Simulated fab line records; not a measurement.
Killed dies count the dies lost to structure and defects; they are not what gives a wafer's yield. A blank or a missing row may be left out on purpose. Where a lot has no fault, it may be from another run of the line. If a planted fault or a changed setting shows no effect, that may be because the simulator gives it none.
Which of the tools did it? ; flow n5Finfet ; Sampling: 10 lots, 30 wafers, 3 of 1938 route steps

== WHAT THE GAUGES SHOWED, per wafer ==
N5_BEOL_M4_RC_MEAS_101.
lot;measured;on;CJ_N
L453;day 8 00:16;prober-01;4.39 4.35 4.29
L454;day 8 05:33;prober-01;4.38 4.25 4.32
L456;day 8 05:05;prober-02;4.29 4.32 4.29
L457;day 9 11:14;prober-01;4.25 4.20 4.24
L463;day 9 23:08;prober-02;4.26 4.26 4.30
L467;day 11 11:57;prober-01;4.90 4.88 4.94
L468;day 11 23:32;prober-02;4.38 4.39 4.34
L469;day 11 15:38;prober-01;4.87 5.01 4.90
L471;day 12 07:06;prober-01;4.35 4.40 4.41
L476;day 13 18:34;prober-02;4.32 4.30 4.30

== WHAT TOOL EACH LOT RAN ON (gives the tool, then ch and the chambers of the sampled wafers, and finally the start) ==
lot;N5_ZERO_LAYER_PECVD_02;N5_WELL_APT_IMPLANT_32
L453;pecvd-02 ch 0,1,2, day 1 12:17;implanter-01 ch 0, day 1 15:15
L454;pecvd-01 ch 0,1,2, day 1 18:17;implanter-02 ch 0, day 1 21:17
L456;pecvd-03 ch 1,2, day 2 06:17;implanter-01 ch 0, day 2 09:04
L457;pecvd-02 ch 1,2, day 2 12:17;implanter-02 ch 0, day 2 15:38
L463;pecvd-03 ch 0,1, day 4 00:19;implanter-01 ch 0, day 4 03:39
L467;pecvd-02 ch 0,2, day 5 00:17;implanter-01 ch 0, day 5 03:13
L468;pecvd-02 ch 0,1, day 5 06:28;implanter-02 ch 0, day 5 09:25
L469;pecvd-01 ch 1,2, day 5 12:17;implanter-01 ch 0, day 5 16:00
L471;pecvd-01 ch 1,2, day 6 00:17;implanter-02 ch 0, day 6 04:05
L476;pecvd-02 ch 0,1,2, day 7 06:17;implanter-02 ch 0, day 7 09:10
- N5_ZERO_LAYER_PECVD_02: deposits SiO2 from SiH4/N2O, target thk 10 nm, time 6 s.
- N5_WELL_APT_IMPLANT_32

== THE ANSWER, worked out from the rows above alone ==
Rule: the lots themselves supply what counts as usual. The widest of any qualifying gaps counts: lots, ordered by their means at a reading, are off when they make up no more than a third of the lots, leave a main group of 4 or more, and stand apart from it by 3 or more times the standard deviation of that group's means. A main group is skipped when, at the precision printed for the reading in the tables above, its means are all equal. A lot without any number at a reading at which 4 lots or more have one is off too. Any other lot the step has rows for is counted as sound.
Off: L467, L469, at N5_BEOL_M4_RC_MEAS_101 (CJ_N). For the main group the mean is 4.32 and the standard deviation 0.048.
A tool fits if, at a process step before that reading, it ran every lot that is off, and no sound lot after the first of them. Gauges at N5_BEOL_M4_RC_MEAS_101: tried the same way as those tools. One fits: N5_WELL_APT_IMPLANT_32 on implanter-01. Its last sound lot is L463 (day 4 03:39), its first lot that is off L467 (day 5 03:13): a fault that began between those two fits.

== WHAT THE SIMULATOR HAD PUT IN ==
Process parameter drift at N5_WELL_APT_IMPLANT_32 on implanter-01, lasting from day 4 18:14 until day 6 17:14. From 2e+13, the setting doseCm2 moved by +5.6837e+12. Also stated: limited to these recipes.
Lots struck among those shown: L467, L469. This agrees with what the rule above found.
